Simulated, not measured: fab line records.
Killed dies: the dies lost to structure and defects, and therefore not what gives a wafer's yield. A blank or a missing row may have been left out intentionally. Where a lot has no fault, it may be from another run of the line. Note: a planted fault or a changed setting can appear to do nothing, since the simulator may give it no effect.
Which of the tools did it? + flow n5Finfet + 12 lots with 36 wafers sampled at 3 steps, on a route of 1938 steps

WHAT THE GAUGES SHOWED, per wafer
N5_BEOL_M3_OCD_MEAS_38.
| lot  | measured     | on     | trenchDepthNm (nm) |
|------|--------------|--------|--------------------|
| L075 | day 8 08:03  | ocd-01 | 53.7 54.4 54.6     |
| L078 | day 8 15:38  | ocd-01 | 56.5 56.5 55.4     |
| L079 | day 9 00:44  | ocd-02 | 54.5 54.5 54.8     |
| L081 | day 9 11:46  | ocd-01 | 53.3 53.1 53.1     |
| L083 | day 9 20:29  | ocd-02 | 55.2 57.7 54.6     |
| L085 | day 9 23:20  | ocd-01 | 57.0 55.7 56.8     |
| L088 | day 11 17:46 | ocd-01 | 53.6 53.7 54.6     |
| L089 | day 11 23:14 | ocd-02 | 57.2 56.9 56.0     |
| L092 | day 12 07:27 | ocd-01 | 56.1 57.2 57.1     |
| L093 | day 12 21:32 | ocd-02 | 56.9 53.5 52.8     |
| L095 | day 13 15:30 | ocd-02 | 57.8 53.7 53.4     |
| L097 | day 13 18:42 | ocd-02 | 55.8 56.5 56.9     |

WHAT TOOL EACH LOT RAN ON (gives the tool, then ch and the chambers of the sampled wafers, and finally the start)
| lot  | N5_BEOL_M3_STRIP_19               | N5_BEOL_M3_STRIP_36               |
|------|-----------------------------------|-----------------------------------|
| L075 | rieDiel-06 ch 0,2, day 8 01:13    | rieDiel-06 ch 1,3, day 8 07:52    |
| L078 | rieDiel-04 ch 0,1, day 8 13:38    | rieDiel-06 ch 0,3, day 8 15:26    |
| L079 | rieDiel-02 ch 0,2, day 8 19:19    | rieDiel-02 ch 0,1, day 9 00:33    |
| L081 | rieDiel-02 ch 0,2, day 9 01:40    | rieDiel-04 ch 0,1, day 9 11:35    |
| L083 | rieDiel-02 ch 0,2,3, day 9 06:22  | rieDiel-06 ch 0,2,3, day 9 20:17  |
| L085 | rieDiel-04 ch 0,3, day 9 19:52    | rieDiel-06 ch 0,3, day 9 23:08    |
| L088 | rieDiel-04 ch 1,2,3, day 11 03:01 | rieDiel-02 ch 0,1,3, day 11 17:35 |
| L089 | rieDiel-02 ch 0,1,2, day 11 07:13 | rieDiel-04 ch 0,2,3, day 11 23:02 |
| L092 | rieDiel-04 ch 0,2, day 12 00:38   | rieDiel-04 ch 0,2,3, day 12 07:16 |
| L093 | rieDiel-06 ch 0,1,2, day 12 13:35 | rieDiel-02 ch 0,1,3, day 12 21:20 |
| L095 | rieDiel-02 ch 1,2,3, day 12 22:07 | rieDiel-02 ch 0,2,3, day 13 15:19 |
| L097 | rieDiel-06 ch 1,2,3, day 13 02:58 | rieDiel-04 ch 0,2, day 13 18:30   |
- N5_BEOL_M3_STRIP_19: strips in O2.
- N5_BEOL_M3_STRIP_36: strips in N2/H2.

THE ANSWER, worked out from the rows above alone
Rule: the usual values come from the lots themselves. The widest of any qualifying gaps counts: lots, ordered by their means at a reading, are off when they make up no more than a third of the lots, leave a main group of 4 or more, and stand apart from it by 3 or more times the standard deviation of that group's means. The tables above print the reading to a certain number of digits; a main group whose means all agree to those digits is not used. Also off: a lot with no number at a reading for which 4 or more lots have one. Where the step has rows for the other lots, those lots are counted as sound.
Across all readings shown, no lot is off: no conclusion can be drawn from this.

WHAT WAS PUT IN BY THE SIMULATOR
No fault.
